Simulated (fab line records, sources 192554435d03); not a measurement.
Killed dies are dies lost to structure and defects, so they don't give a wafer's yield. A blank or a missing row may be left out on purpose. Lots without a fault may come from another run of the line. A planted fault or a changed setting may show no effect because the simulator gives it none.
Which tool did it? | flow n5_finfet | 7 lots, 21 wafers sampled, at 7 steps of a route of 1938

WHAT THE GAUGES READ, wafer by wafer
N5_BEOL_M7_CD_MEAS_18: pitch 80 nm, target cd 40 nm. Usual: cd_nm 39.9 nm, standard deviation 0.5.
lot  | measured     | on        | cd_nm (nm)     | flag
L900 | day 11 08:17 | cd_sem-01 | 39.6 39.7 40.0 |
L899 | day 11 17:05 | cd_sem-02 | 40.2 41.0 40.2 |
L903 | day 12 18:43 | cd_sem-03 | 38.9 39.2 38.6 |
L904 | day 14 06:29 | cd_sem-03 | 39.8 40.3 39.7 |
L918 | day 17 11:46 | cd_sem-02 | 39.8 39.8 40.2 |
L914 | day 17 16:00 | cd_sem-03 | 39.8 39.6 39.3 |
L916 | day 18 14:07 | cd_sem-03 | 41.1 40.7 40.9 |

N5_BEOL_M7_OCD_MEAS_38. Usual: trench_depth_nm 93.5 nm, standard deviation 1.1.
lot  | measured     | on     | trench_depth_nm (nm) | flag
L900 | day 11 11:50 | ocd-01 | 93.0 93.9 94.6       |
L899 | day 11 23:08 | ocd-02 | 93.9 95.6 95.2       |
L903 | day 12 22:29 | ocd-01 | 89.1 89.7 89.7       | OFF
L904 | day 14 10:50 | ocd-02 | 88.3 89.0 91.6       | OFF
L918 | day 17 14:18 | ocd-01 | 95.5 94.3 93.1       |
L914 | day 17 20:43 | ocd-01 | 94.8 95.6 93.3       |
L916 | day 18 16:29 | ocd-01 | 91.0 92.8 93.3       |

N5_BEOL_M7_RS_MEAS_57: measures by four-point-probe. Usual: M7_RS 0.286 ohm/sq, standard deviation 0.0067.
lot  | measured     | on            | M7_RS (ohm/sq)    | flag
L900 | day 11 13:55 | film_metro-02 | 0.284 0.273 0.273 |
L899 | day 12 02:58 | film_metro-02 | 0.290 0.282 0.284 |
L903 | day 13 01:14 | film_metro-02 | 0.317 0.300 0.303 | OFF
L904 | day 14 12:58 | film_metro-02 | 0.310 0.306 0.290 |
L918 | day 17 16:27 | film_metro-02 | 0.281 0.275 0.284 |
L914 | day 17 23:20 | film_metro-02 | 0.279 0.277 0.282 |
L916 | day 18 19:20 | film_metro-02 | 0.293 0.287 0.283 |

N5_BEOL_M15_RC_MEAS_101. Usual: etest_temp_c 25.01 C, standard deviation 0.1; COMB_M10 1.6e-11 S/m, standard deviation 3.1e-12; COMB_M11 1.51e-11 S/m, standard deviation 2.9e-12; COMB_M12 7.3e-12 S/m, standard deviation 1.4e-12; COMB_M13 5.6e-12 S/m, standard deviation 1e-12; COMB_M13_max_site 7.8e-12 S/m, standard deviation 1.6e-12; COMB_M14 4.4e-12 S/m, standard deviation 7.7e-13; COMB_M15 3.2e-12 S/m, standard deviation 5.3e-13; COMB_M5 3.8e-11 S/m, standard deviation 7e-12; COMB_M6 2.7e-11 S/m, standard deviation 4.8e-12; COMB_M7 2.6e-11 S/m, standard deviation 5.5e-12; COMB_M8 2.6e-11 S/m, standard deviation 4.4e-12; COMB_M9 1.55e-11 S/m, standard deviation 2.9e-12; SERP_M10 3.08 ohm/um, standard deviation 0.069; SERP_M11 3.08 ohm/um, standard deviation 0.068; SERP_M12 0.636 ohm/um, standard deviation 0.014; SERP_M12_max_site 0.649 ohm/um, standard deviation 0.014; SERP_M13 0.306 ohm/um, standard deviation 0.0057; SERP_M14 0.161 ohm/um, standard deviation 0.0031; SERP_M5 38.3 ohm/um, standard deviation 1; SERP_M6 13.7 ohm/um, standard deviation 0.48; SERP_M7 13.8 ohm/um, standard deviation 0.42; SERP_M8 13.9 ohm/um, standard deviation 0.57; SERP_M9 3.06 ohm/um, standard deviation 0.076.
lot  | measured     | on        | etest_temp_c (C)  | COMB_M10 (S/m)          | COMB_M11 (S/m)             | COMB_M12 (S/m)          | COMB_M13 (S/m)          | COMB_M13_max_site (S/m)    | COMB_M14 (S/m)          | COMB_M15 (S/m)          | COMB_M5 (S/m)           | COMB_M6 (S/m)           | COMB_M7 (S/m)           | COMB_M8 (S/m)           | COMB_M9 (S/m)              | SERP_M10 (ohm/um) | SERP_M11 (ohm/um) | SERP_M12 (ohm/um) | SERP_M12_max_site (ohm/um) | SERP_M13 (ohm/um) | SERP_M14 (ohm/um) | SERP_M5 (ohm/um) | SERP_M6 (ohm/um) | SERP_M7 (ohm/um) | SERP_M8 (ohm/um) | SERP_M9 (ohm/um) | flag
L900 | day 14 01:17 | prober-01 | 25.02 24.96 24.93 | 2e-11 1.7e-11 2.1e-11   | 1.56e-11 1.44e-11 1.37e-11 | 4.8e-12 5.2e-12 5.8e-12 | 5.7e-12 4.4e-12 5.9e-12 | 7e-12 6.4e-12 6.9e-12      | 3.6e-12 4.1e-12 3.9e-12 | 2.5e-12 2.6e-12 2.9e-12 | 3.6e-11 3.1e-11 4.4e-11 | 2.6e-11 2.3e-11 2.4e-11 | 1.5e-11 2.4e-11 2.3e-11 | 2.1e-11 2.2e-11 2.3e-11 | 9e-12 1.66e-11 1.65e-11    | 3.12 3.15 3.07    | 3.07 3.05 3.12    | 0.637 0.658 0.644 | 0.649 0.667 0.658          | 0.315 0.303 0.312 | 0.165 0.165 0.156 | 37.1 38.3 38.1   | 13.1 13.7 13.4   | 14.2 13.6 13.2   | 12.7 14.1 13.2   | 3.14 3.12 3.14   |
L899 | day 14 07:47 | prober-02 | 25.08 25.09 25.06 | 1.7e-11 1.9e-11 1.7e-11 | 1.49e-11 1.31e-11 1.75e-11 | 7.2e-12 8.9e-12 4.2e-12 | 7.4e-12 7.2e-12 5.5e-12 | 9.1e-12 9.3e-12 7.9e-12    | 4.6e-12 4.2e-12 4.5e-12 | 3.7e-12 3.1e-12 2.6e-12 | 3.3e-11 2.4e-11 3.6e-11 | 2.6e-11 3.3e-11 3.1e-11 | 2.4e-11 2.2e-11 2.6e-11 | 3.1e-11 2.5e-11 3.1e-11 | 1.4e-11 1.27e-11 1.26e-11  | 3.20 3.15 3.16    | 3.04 3.07 3.15    | 0.644 0.623 0.646 | 0.657 0.637 0.663          | 0.311 0.313 0.311 | 0.163 0.163 0.160 | 37.8 39.4 39.1   | 14.1 13.4 13.7   | 14.0 13.5 13.5   | 13.7 14.5 14.8   | 3.05 3.13 3.08   |
L903 | day 15 08:18 | prober-02 | 25.01 25.16 25.01 | 1.2e-11 1.7e-11 1.1e-11 | 1.15e-11 1.65e-11 1.78e-11 | 6e-12 6.1e-12 5.2e-12   | 5e-12 5.4e-12 4.8e-12   | 8e-12 6.6e-12 5.8e-12      | 5.2e-12 3.7e-12 3.7e-12 | 2.9e-12 3.8e-12 3e-12   | 4e-11 3.7e-11 4.7e-11   | 1.9e-11 1.8e-11 2e-11   | 2.1e-11 2.6e-11 3.4e-11 | 2.7e-11 2.9e-11 2.5e-11 | 1.85e-11 1.97e-11 1.42e-11 | 3.13 3.13 3.18    | 3.07 3.01 3.03    | 0.628 0.644 0.638 | 0.654 0.661 0.661          | 0.307 0.307 0.305 | 0.152 0.155 0.160 | 36.8 36.6 39.6   | 14.4 13.8 14.1   | 15.5 14.8 15.1   | 14.1 14.5 14.2   | 3.13 3.07 3.08   | OFF
L904 | day 16 14:56 | prober-02 | 25.05 25.05 24.99 | 1.1e-11 1.3e-11 1.2e-11 | 1.17e-11 1.15e-11 1.44e-11 | 6.1e-12 9.3e-12 7.9e-12 | 4.3e-12 4.6e-12 6.8e-12 | 6.3e-12 6.8e-12 8.6e-12    | 5.9e-12 3.6e-12 4.6e-12 | 3e-12 2.9e-12 3.9e-12   | 5.2e-11 5.4e-11 3.6e-11 | 3.1e-11 2.7e-11 2.7e-11 | 2.6e-11 3e-11 2.5e-11   | 3e-11 2.7e-11 2.6e-11   | 2.03e-11 1.42e-11 1.05e-11 | 3.02 3.13 3.08    | 3.06 3.07 3.15    | 0.638 0.627 0.636 | 0.655 0.640 0.641          | 0.313 0.307 0.308 | 0.161 0.161 0.164 | 39.2 37.1 38.8   | 14.6 13.6 13.7   | 14.9 14.8 14.3   | 14.2 13.9 14.4   | 2.92 3.04 2.90   |
L918 | day 20 07:17 | prober-01 | 24.92 25.02 24.83 | 1.5e-11 1.7e-11 1.8e-11 | 1.33e-11 1.16e-11 1.22e-11 | 8.3e-12 7e-12 9.8e-12   | 5e-12 5.7e-12 4.2e-12   | 7.1e-12 8.2e-12 5.4e-12    | 5.9e-12 4.8e-12 4.4e-12 | 3.7e-12 3.8e-12 3.5e-12 | 3.1e-11 4.8e-11 3.2e-11 | 2.6e-11 2.8e-11 3.5e-11 | 2.5e-11 2.2e-11 2.5e-11 | 2.3e-11 3.1e-11 2.8e-11 | 1.76e-11 1.93e-11 1.76e-11 | 3.24 3.10 3.20    | 3.16 3.20 3.05    | 0.650 0.647 0.641 | 0.669 0.662 0.661          | 0.306 0.297 0.299 | 0.158 0.160 0.164 | 38.4 37.5 37.2   | 13.8 13.7 15.3   | 13.9 13.5 13.4   | 13.3 14.7 13.1   | 3.11 3.07 3.11   |
L914 | day 20 15:01 | prober-02 | 24.97 25.05 24.94 | 1.7e-11 1.7e-11 1.5e-11 | 1.71e-11 1.68e-11 1.92e-11 | 7.8e-12 7.6e-12 6.7e-12 | 8.6e-12 9e-12 5.7e-12   | 1.19e-11 1.04e-11 1.05e-11 | 3.5e-12 3.9e-12 3e-12   | 3.5e-12 3.2e-12 3.3e-12 | 4.5e-11 5.7e-11 3.4e-11 | 2.2e-11 4.2e-11 2.7e-11 | 1.9e-11 1.8e-11 1.8e-11 | 2.3e-11 2.6e-11 2.9e-11 | 1.42e-11 1.69e-11 1.51e-11 | 2.95 3.13 3.15    | 3.06 3.11 3.13    | 0.627 0.614 0.625 | 0.645 0.620 0.641          | 0.305 0.306 0.311 | 0.158 0.156 0.166 | 37.7 38.8 38.4   | 13.7 13.4 14.5   | 13.4 13.5 13.9   | 13.9 14.4 13.7   | 3.09 3.07 3.11   |
L916 | day 22 01:54 | prober-02 | 25.14 25.04 25.07 | 1.2e-11 2e-11 1.6e-11   | 1.87e-11 1.4e-11 1.29e-11  | 8.7e-12 8.8e-12 6.4e-12 | 6.7e-12 5.4e-12 5.1e-12 | 7.4e-12 8e-12 6.4e-12      | 4.7e-12 5.1e-12 5.1e-12 | 3.4e-12 4.4e-12 3.5e-12 | 4.6e-11 3.8e-11 3.8e-11 | 2.8e-11 3e-11 2.3e-11   | 3.3e-11 2.6e-11 2.5e-11 | 2.3e-11 2.8e-11 2.6e-11 | 1.78e-11 1.13e-11 1.24e-11 | 2.99 3.06 2.93    | 3.14 3.14 3.22    | 0.669 0.635 0.673 | 0.681 0.649 0.683          | 0.321 0.314 0.317 | 0.162 0.157 0.164 | 37.6 38.1 36.7   | 12.6 13.6 13.1   | 13.4 13.4 13.2   | 14.3 14.7 14.2   | 2.95 3.02 3.05   |

WHICH TOOL RAN EACH LOT (tool, then ch and the chambers of the sampled wafers, then the start)
lot  | N5_BEOL_M7_ETCH_62                 | N5_BEOL_M7_TRENCH_ETCH_37          | N5_BEOL_M7_SURFACE_TREAT_79
L900 | rie_diel-01 ch 0,1,2, day 11 07:55 | rie_diel-01 ch 0,2,3, day 11 11:40 | pvd_sputter-01, day 11 12:49
L899 | rie_diel-01 ch 0,1,3, day 11 16:47 | rie_diel-01 ch 0,1,3, day 11 22:59 | pvd_sputter-02, day 12 01:38
L903 | rie_diel-06 ch 2,3, day 12 18:21   | rie_diel-01 ch 0,1,3, day 12 22:19 | pvd_sputter-02, day 13 00:00
L904 | rie_diel-01 ch 0,1,2, day 14 06:03 | rie_diel-01 ch 1,2,3, day 14 10:41 | pvd_sputter-03, day 14 11:49
L918 | rie_diel-01 ch 0,1,2, day 17 11:21 | rie_diel-06 ch 2,3, day 17 14:08   | pvd_sputter-03, day 17 15:15
L914 | rie_diel-06 ch 0,1,3, day 17 15:31 | rie_diel-01 ch 0,2,3, day 17 20:34 | pvd_sputter-02, day 17 22:00
L916 | rie_diel-01 ch 2,3, day 18 13:39   | rie_diel-03 ch 0,1,3, day 18 16:20 | pvd_sputter-01, day 18 17:44
- N5_BEOL_M7_ETCH_62: etches SOC in N2/H2, target depth 110 nm, overetch 22 nm, time 165 s.
- N5_BEOL_M7_TRENCH_ETCH_37: etches SiCOH lowk in C4F6/O2, target depth 93.478 nm, time 31.2 s.
- N5_BEOL_M7_SURFACE_TREAT_79

WHAT THE TOOLS THEMSELVES READ (means of the sampled wafers that have a number; where no wafer has one, the mark that the record gives instead)
N5_BEOL_M7_ETCH_62. Usual: bias_w 150.0 W, standard deviation 0.42; drypump_motor_current_A 5.8 A, standard deviation 0.34; oes_product_au 0.70 a.u., standard deviation 0.058; rf_vpp_V 524.5 V, standard deviation 2.5; showerhead_plenum_p_Torr 2.57 Torr, standard deviation 0.085; throttle_valve_pct 17.80 %, standard deviation 0.21.
lot  | tool        | bias_w (W) | drypump_motor_current_A (A) | oes_product_au (a.u.) | rf_vpp_V (V) | showerhead_plenum_p_Torr (Torr) | throttle_valve_pct (%) | flag
L900 | rie_diel-01 | 150.1      | 5.6                         | 0.75                  | 525.3        | 2.59                            | 17.88                  |
L899 | rie_diel-01 | 150.0      | 5.7                         | 0.76                  | 525.1        | 2.60                            | 17.74                  |
L903 | rie_diel-06 | 150.6      | 5.7                         | 0.60                  | 522.3        | 2.45                            | 17.75                  |
L904 | rie_diel-01 | 150.4      | 5.6                         | 0.72                  | 525.2        | 2.58                            | 17.91                  |
L918 | rie_diel-01 | 150.1      | 5.6                         | 0.70                  | 525.4        | 2.58                            | 17.94                  |
L914 | rie_diel-06 | 150.3      | 6.2                         | 0.70                  | 525.6        | 2.61                            | 17.72                  |
L916 | rie_diel-01 | 150.1      | 5.8                         | 0.66                  | 523.7        | 2.56                            | 18.02                  |

N5_BEOL_M7_TRENCH_ETCH_37. Usual: O2_flow_sccm 10.000 sccm, standard deviation 0.028; bias_w 185.1 W, standard deviation 0.57; drypump_motor_current_A 5.8 A, standard deviation 0.37; oes_product_au 0.83 a.u., standard deviation 0.072; rf_vpp_V 662 V, standard deviation 8; showerhead_plenum_p_Torr 2.86 Torr, standard deviation 0.089; throttle_valve_pct 20.88 %, standard deviation 0.21.
lot  | tool        | O2_flow_sccm (sccm) | bias_w (W) | drypump_motor_current_A (A) | oes_product_au (a.u.) | rf_vpp_V (V) | showerhead_plenum_p_Torr (Torr) | throttle_valve_pct (%) | flag
L900 | rie_diel-01 | 10.010              | 184.5      | 5.7                         | 0.85                  | 662          | 2.85                            | 20.96                  |
L899 | rie_diel-01 | 10.000              | 185.7      | 5.7                         | 0.91                  | 660          | 2.90                            | 20.86                  |
L903 | rie_diel-01 | 9.997               | 159.0      | 5.7                         | 0.86                  | 583          | 2.90                            | 20.86                  | OFF
L904 | rie_diel-01 | 9.983               | 158.2      | 5.8                         | 0.82                  | 588          | 2.92                            | 20.92                  | OFF
L918 | rie_diel-06 | 9.991               | 184.5      | 5.7                         | 0.86                  | 664          | 2.96                            | 20.62                  |
L914 | rie_diel-01 | 9.984               | 185.2      | 5.7                         | 0.81                  | 661          | 2.83                            | 21.00                  |
L916 | rie_diel-03 | 10.016              | 184.7      | 5.8                         | 0.81                  | 667          | 2.80                            | 20.81                  |

THE ANSWER, worked out from the rows above alone
Rule: a lot is off if the mean of its wafers that have a number lies more than 3 standard deviations from the usual mean. A lot without any number at a reading at which 4 lots or more have one is off too. The other lots that the step has rows for count as sound. The gauges are gone through in route order, then the tools' own readings, and for those a lot's mean is taken as printed above. The first step at which some lot is off is used, and at that step the reading that is off furthest; a lot without a number counts as furthest.
Off: L903, L904, at N5_BEOL_M7_OCD_MEAS_38 (trench_depth_nm).
A tool fits if, at a process step before that reading, it ran every lot that is off, and no sound lot after the first of them. The gauges at N5_BEOL_M7_OCD_MEAS_38 aren't tried: what is off there is off at N5_BEOL_M7_TRENCH_ETCH_37 too, on other tools, and a gauge's error can't cause that. None of those tried fits.

WHAT THE SIMULATOR HAD PUT IN
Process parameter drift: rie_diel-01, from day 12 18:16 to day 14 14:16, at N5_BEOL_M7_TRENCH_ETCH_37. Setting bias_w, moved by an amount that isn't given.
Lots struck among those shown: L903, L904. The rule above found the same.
